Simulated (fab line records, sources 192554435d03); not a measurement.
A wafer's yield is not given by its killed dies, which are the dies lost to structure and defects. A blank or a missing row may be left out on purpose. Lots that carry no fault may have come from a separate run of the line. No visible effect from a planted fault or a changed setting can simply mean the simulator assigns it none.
Split-lot experiment | flow n5 finfet | 21 wafers read from 7 lots, route of 1938 steps

## ON THE SPLIT
At N5_BEOL_M7_COAT_05 (resist thk 90 nm), the setting spin rpm was moved away from the recipe's 1500 rpm on 4 of the 21 wafers read, by +7.1% to +9.9%. The other wafers ran this setting at the recipe's value.

## FROM THE SPLIT TO THE READING: what the file shows between them, 4 steps
- N5_BEOL_M7_EBR_07
- N5_BEOL_M7_SOFTBAKE_06: time 60 s
- N5_BEOL_M7_EXPOSE_08: exposes mask M7
- N5_BEOL_M7_PEB_09: peb time 60 s

## THE READING
CAR-ArF_of_BEOL_M7_COAT_05.thk nm (the simulator's own value, which no gauge read), in nm, at N5_BEOL_M7_DEVELOP_10 (develop time 30 s). There is no usual value for it anywhere in the file. Average 88.3 nm, standard deviation 0.18 nm, over the 17 wafers here run with the recipe.

wafer  | tool, chamber at the split | spin rpm as run, rpm | against the recipe | CAR-ArF_of_BEOL_M7_COAT_05.thk nm, nm | against lot-mates on the recipe
L076.3 | litho track-01, 0          | 1606                 | +7.1%              | 85.2                                  | -3.2
L076.6 | litho track-01, 0          | 1606                 | +7.1%              | 85.2                                  | -3.2
L076.4 | litho track-01, 0          | 1500                 | recipe             | 88.4                                  | -
L077.1 | litho track-01, 0          | 1500                 | recipe             | 88                                    | -
L077.5 | litho track-01, 0          | 1500                 | recipe             | 88                                    | -
L077.2 | litho track-01, 0          | 1500                 | recipe             | 88.2                                  | -
L085.1 | litho track-02, 0          | 1500                 | recipe             | 88.2                                  | -
L085.5 | litho track-02, 0          | 1500                 | recipe             | 88.2                                  | -
L085.4 | litho track-02, 0          | 1616                 | +7.7%              | 85                                    | -3.2
L088.1 | litho track-04, 0          | 1500                 | recipe             | 88.2                                  | -
L088.5 | litho track-04, 0          | 1500                 | recipe             | 88.2                                  | -
L088.4 | litho track-04, 0          | 1500                 | recipe             | 88.6                                  | -
L093.1 | litho track-04, 0          | 1500                 | recipe             | 88.4                                  | -
L093.6 | litho track-04, 0          | 1500                 | recipe             | 88.4                                  | -
L093.3 | litho track-04, 0          | 1500                 | recipe             | 88.6                                  | -
L092.1 | litho track-04, 0          | 1500                 | recipe             | 88.4                                  | -
L092.2 | litho track-04, 0          | 1500                 | recipe             | 88.2                                  | -
L092.3 | litho track-04, 0          | 1649                 | +9.9%              | 84                                    | -4.3
L094.2 | litho track-04, 0          | 1500                 | recipe             | 88                                    | -
L094.5 | litho track-04, 0          | 1500                 | recipe             | 88.2                                  | -
L094.6 | litho track-04, 0          | 1500                 | recipe             | 88.4                                  | -

FIT RESULTS
A straight line over all 21 wafers: CAR-ArF_of_BEOL_M7_COAT_05.thk nm changes by -0.43 nm for each +1% of spin rpm; r = -0.99; the points scatter about the line by 0.17 nm.
The same after taking each lot's own level away (the mean of its wafers on the recipe; 21 wafers): -0.436 nm for each +1%; r = -1.00; scatter 0.13 nm.
On that fit, the largest move of spin rpm shifts the reading by 4.3 nm.
The span of the lots' own levels, 88.07 to 88.47 nm, comes to 2.2 times the standard deviation stated above.
The two slopes are in agreement: the lot-to-lot level therefore moves the slope only a little.
Check: for one of the wafers moved furthest among these (+9.9%), held out of the fit, the line's prediction against its lot-mates is -4.35 nm. Against them it came out at -4.3 nm.

## OTHER SPLITS APPLIED TO THESE WAFERS
Other splits were also applied to these wafers ahead of the reading. Each is held against what the fit with the lots' levels taken away leaves over:
other split on the same wafers  | wafers away from the commonest value | r with CAR-ArF_of_BEOL_M7_COAT_05.thk nm (lot level and that fit taken away)
N5_BEOL_M4_DESCUM_33 time s     | 10                                   | -0.02
N5_BEOL_M5_VIA_ETCH_34 source w | 8                                    | +0.26
N5_BEOL_M5_ETCH_41 source w     | 6                                    | -0.15
N5_BEOL_M7_PECVD_70 temp c      | 7                                    | +0.27

## THE WHOLE CHAIN: every reading that the file lists as answering this split, in the file's order
step                  | what it does      | reading                                                                            | change (the file's fit)               | r (the file's)
N5_BEOL_M7_COAT_05    | resist thk 90 nm  | CAR-ArF_of_BEOL_M7_COAT_05.thk nm (the simulator's own value, which no gauge read) | -0.438 nm for each +1% of the setting | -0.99
N5_BEOL_M7_DEVELOP_10 | develop time 30 s | CAR-ArF_of_BEOL_M7_COAT_05.thk nm (the simulator's own value, which no gauge read) | -0.432 nm for each +1% of the setting | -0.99

## THE FILE'S OWN FIT
CAR-ArF_of_BEOL_M7_COAT_05.thk nm changes by -0.432 nm for each +1% of spin rpm, r = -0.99.
